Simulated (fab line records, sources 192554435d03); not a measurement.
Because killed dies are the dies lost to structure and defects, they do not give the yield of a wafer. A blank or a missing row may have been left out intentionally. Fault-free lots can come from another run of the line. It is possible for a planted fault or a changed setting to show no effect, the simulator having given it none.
Which of the tools did it?    flow n5Finfet    10 lots, 30 wafers sampled, at 6 steps of a route of 1938

WHAT THE GAUGES SHOWED, per wafer
N5_BEOL_M4_RC_MEAS_101. Usual: DIBL_N 36.3 mV/V, standard deviation 1.6; DIBL_P 36.5 mV/V, standard deviation 1.6; IOFF_N 0.163 nA/um, standard deviation 0.026; IOFF_P 0.22 nA/um, standard deviation 0.033; ION_N 676 uA/um, standard deviation 9.9; ION_P 464 uA/um, standard deviation 6.5; SS_N 71.5 mV/dec, standard deviation 0.5; SS_P 73.3 mV/dec, standard deviation 0.64; VT_N 249.3 mV, standard deviation 2.9; VT_P -250 mV, standard deviation 3.2.
lot   measured      on         DIBL_N (mV/V)   DIBL_P (mV/V)   IOFF_N (nA/um)     IOFF_P (nA/um)  ION_N (uA/um)  ION_P (uA/um)  SS_N (mV/dec)   SS_P (mV/dec)   VT_N (mV)          VT_P (mV)       flag
L587  day 8 10:20   prober-02  32.9 35.1 33.6  32.6 35.7 34.0  0.114 0.150 0.129  0.14 0.19 0.16  671 669 661    458 462 452    70.9 71.1 71.8  72.6 74.1 72.5  255.4 249.7 252.2  -259 -252 -254  
L588  day 9 01:08   prober-01  37.5 38.1 38.2  36.8 38.0 38.0  0.167 0.175 0.187  0.23 0.25 0.26  666 671 680    457 462 468    71.6 71.3 72.5  74.2 73.7 74.3  248.8 248.0 248.9  -249 -244 -246  
L590  day 9 08:10   prober-01  34.8 33.5 34.9  36.6 34.8 36.3  0.169 0.140 0.165  0.20 0.17 0.20  691 672 692    466 467 471    71.5 71.0 70.9  73.7 72.9 74.6  249.6 250.4 247.7  -250 -251 -251  
L591  day 9 14:32   prober-01  36.8 37.4 37.0  37.1 37.5 37.0  0.165 0.176 0.153  0.22 0.24 0.22  687 699 674    468 479 462    71.1 71.5 71.9  72.8 73.6 73.2  247.6 247.3 249.2  -248 -248 -251  
L592  day 9 16:22   prober-02  36.9 37.0 35.6  37.9 38.1 36.5  0.179 0.182 0.160  0.22 0.22 0.20  673 688 697    463 466 464    71.6 71.7 70.8  74.8 73.9 74.3  245.1 246.4 248.8  -251 -250 -253  
L602  day 12 02:19  prober-02  33.4 36.1 36.3  33.8 36.6 36.6  0.116 0.158 0.153  0.16 0.20 0.19  656 679 669    456 457 459    70.8 71.7 71.2  72.8 73.6 73.0  254.8 248.3 251.0  -256 -253 -253  
L605  day 12 18:37  prober-01  37.5 35.4 36.4  35.8 34.7 35.1  0.166 0.140 0.143  0.21 0.20 0.20  678 668 668    463 462 460    71.2 71.3 71.1  73.0 72.8 72.6  249.6 248.2 247.9  -249 -251 -252  
L604  day 12 23:14  prober-01  41.2 38.5 39.1  40.7 38.3 39.0  0.249 0.185 0.202  0.29 0.24 0.26  683 671 689    464 459 474    72.4 72.3 71.2  75.1 73.9 73.4  244.6 248.4 243.9  -246 -248 -248  
L607  day 13 16:11  prober-01  38.4 35.0 35.9  42.3 37.9 38.6  0.213 0.145 0.164  0.29 0.21 0.23  685 680 682    470 470 471    72.8 70.8 71.5  74.2 72.1 72.9  246.6 248.1 250.8  -245 -250 -249  
L606  day 13 19:29  prober-01  33.9 34.3 34.3  34.1 34.0 33.9  0.123 0.123 0.128  0.21 0.20 0.21  676 665 663    477 459 467    71.4 71.0 71.2  72.4 73.1 72.2  255.8 254.4 256.5  -246 -248 -247  

N5_BEOL_M8_RS_MEAS_57: the measuring method here is four-point-probe. Usual: M8_RS 0.286 ohm/sq, standard deviation 0.0072.
lot   measured      on            M8_RS (ohm/sq)     flag
L587  day 10 05:01  filmMetro-02  0.300 0.287 0.272  
L588  day 10 15:28  filmMetro-01  0.279 0.279 0.277  
L590  day 10 21:43  filmMetro-02  0.291 0.297 0.291  
L591  day 11 07:38  filmMetro-02  0.284 0.282 0.281  
L592  day 11 14:56  filmMetro-02  0.286 0.274 0.272  
L602  day 13 17:43  filmMetro-02  0.292 0.281 0.278  
L605  day 14 16:50  filmMetro-01  0.284 0.298 0.292  
L604  day 14 17:36  filmMetro-01  0.284 0.299 0.286  
L607  day 15 05:19  filmMetro-01  0.282 0.295 0.286  
L606  day 15 15:47  filmMetro-01  0.279 0.282 0.281  

N5_BEOL_M8_INSPECT_58: inspects for defects (darkfield). Usual: 66 for rawDefectCount, sd 22.
lot   measured      on                rawDefectCount  flag
L587  day 10 05:02  defectInspect-01  72 62 22        
L588  day 10 15:30  defectInspect-01  57 53 80        
L590  day 10 21:44  defectInspect-01  32 61 31        
L591  day 11 07:40  defectInspect-01  56 50 39        
L592  day 11 14:58  defectInspect-02  51 51 44        
L602  day 13 17:45  defectInspect-01  101 57 103      
L605  day 14 16:52  defectInspect-01  69 89 124       
L604  day 14 17:38  defectInspect-01  45 85 53        
L607  day 15 05:20  defectInspect-02  83 55 62        
L606  day 15 15:48  defectInspect-02  51 52 71        

N5_BEOL_M9_THK_MEAS_01. Usual: M9_ILD_THK 267 nm, standard deviation 3.4.
lot   measured      on            M9_ILD_THK (nm)  flag
L587  day 10 05:40  filmMetro-01  268 264 262      
L588  day 10 16:21  filmMetro-02  263 270 274      
L590  day 10 22:22  filmMetro-01  265 266 269      
L591  day 11 08:17  filmMetro-01  263 265 268      
L592  day 11 15:35  filmMetro-01  262 263 264      
L602  day 13 18:34  filmMetro-02  349 266 277      OFF
L605  day 14 17:30  filmMetro-02  268 264 265      
L604  day 14 18:16  filmMetro-01  263 271 270      
L607  day 15 05:58  filmMetro-02  265 269 270      
L606  day 15 16:55  filmMetro-02  267 267 272      

WHICH TOOL RAN EACH LOT (tool, then ch and the chambers of the sampled wafers, then the start)
lot   N5_BEOL_M8_ANNEAL_51             N5_BEOL_M9_ILD_DEP_00
L587  rtpAnneal-02 ch 0, day 10 04:16  pecvd-01 ch 0,1,2, day 10 05:05
L588  rtpAnneal-02 ch 0, day 10 14:43  pecvd-04 ch 1,2, day 10 15:32
L590  rtpAnneal-01 ch 0, day 10 20:51  pecvd-01 ch 0,1,2, day 10 21:46
L591  rtpAnneal-02 ch 0, day 11 06:59  pecvd-01 ch 0,2, day 11 07:41
L592  rtpAnneal-01 ch 0, day 11 14:02  pecvd-04 ch 1,2, day 11 15:00
L602  rtpAnneal-01 ch 0, day 13 16:59  pecvd-01 ch 0,1,2, day 13 17:47
L605  rtpAnneal-01 ch 0, day 14 16:07  pecvd-04 ch 0,1,2, day 14 16:55
L604  rtpAnneal-02 ch 0, day 14 16:53  pecvd-04 ch 0,2, day 14 17:40
L607  rtpAnneal-01 ch 0, day 15 04:35  pecvd-04 ch 0,2, day 15 05:22
L606  rtpAnneal-02 ch 0, day 15 14:45  pecvd-02 ch 0,2, day 15 15:50
- N5_BEOL_M8_ANNEAL_51: time 90 s.
- N5_BEOL_M9_ILD_DEP_00: deposits SiCOH lowk from DEMS/porogen, target thk 308.51 nm, time 58 s.

WHAT THE TOOLS THEMSELVES READ (means of the sampled wafers that have a number; where no wafer has one, the mark that the record gives instead)
N5_BEOL_M8_ANNEAL_51. Usual: annealTempCMax 226.5, standard deviation 0.6; wafer_temp_C_max 225.8, standard deviation 0.3.
lot   tool          annealTempCMax  wafer_temp_C_max  flag
L587  rtpAnneal-02  225.9           226.3             
L588  rtpAnneal-02  225.9           225.8             
L590  rtpAnneal-01  226.7           225.5             
L591  rtpAnneal-02  225.9           226.2             
L592  rtpAnneal-01  227.1           225.8             
L602  rtpAnneal-01  226.7           225.5             
L605  rtpAnneal-01  226.9           225.4             
L604  rtpAnneal-02  225.6           225.8             
L607  rtpAnneal-01  226.7           225.6             
L606  rtpAnneal-02  225.8           226.2             

N5_BEOL_M9_ILD_DEP_00. Usual: heaterPowerW 322 W, standard deviation 54; runLengthS 100.6 s, standard deviation 0.49; showerheadPlenumPTorr 5.736 Torr, standard deviation 0.013; showerheadVppV 1391 V, standard deviation 91; throttleValvePct 14.1 %, standard deviation 0.91.
lot   tool      heaterPowerW (W)  runLengthS (s)  showerheadPlenumPTorr (Torr)  showerheadVppV (V)  throttleValvePct (%)  flag
L587  pecvd-01  344               100.3           5.733                         1379                13.6                  
L588  pecvd-04  282               100.3           5.728                         1457                13.3                  
L590  pecvd-01  335               100.2           5.742                         1352                13.6                  
L591  pecvd-01  347               100.3           5.746                         1342                13.4                  
L592  pecvd-04  319               100.6           5.733                         1481                13.2                  
L602  pecvd-01  359               106.6           5.748                         1348                13.8                  OFF
L605  pecvd-04  299               100.7           5.727                         1463                14.2                  
L604  pecvd-04  292               100.7           5.724                         1462                14.3                  
L607  pecvd-04  293               100.9           5.740                         1442                14.9                  
L606  pecvd-02  257               100.9           5.737                         1343                14.5                  

THE ANSWER, worked out from the rows above alone
Rule: take the mean of a lot's wafers that have a number; if it is more than 3 standard deviations from the usual mean, the lot is off. Also off: a lot with no number at a reading for which 4 or more lots have one. All remaining lots with rows at the step are treated as sound. The gauges are gone through in route order, then the tools' own readings, and for those a lot's mean is taken as printed above. At the first step where some lot is off, the reading lying furthest off is the one used; lots without a number count as furthest.
Off: at N5_BEOL_M9_THK_MEAS_01 (M9_ILD_THK), L602.
If a tool, at a process step before that reading, ran all the lots that are off and no sound lot after the first of them, it fits. Not tried: the gauges at N5_BEOL_M9_THK_MEAS_01; whatever is off there is also off at N5_BEOL_M9_ILD_DEP_00, on other tools, and gauge error can't account for it. One candidate fits, namely pecvd-01 at N5_BEOL_M9_ILD_DEP_00. Its last sound lot is L591 (day 11 07:41), its first lot that is off L602 (day 13 17:47): a fault that began between those two fits.
The tool's own readings at N5_BEOL_M9_ILD_DEP_00 bear it out: on the lots that are off they differ by more than 5 times the standard deviation of the sound lots' means. runLengthS reads 106.6 s there against 100.5 s on the sound lots.

WHAT THE SIMULATOR PUT IN
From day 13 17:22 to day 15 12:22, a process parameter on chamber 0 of pecvd-01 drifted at N5_BEOL_M9_ILD_DEP_00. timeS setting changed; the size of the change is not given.
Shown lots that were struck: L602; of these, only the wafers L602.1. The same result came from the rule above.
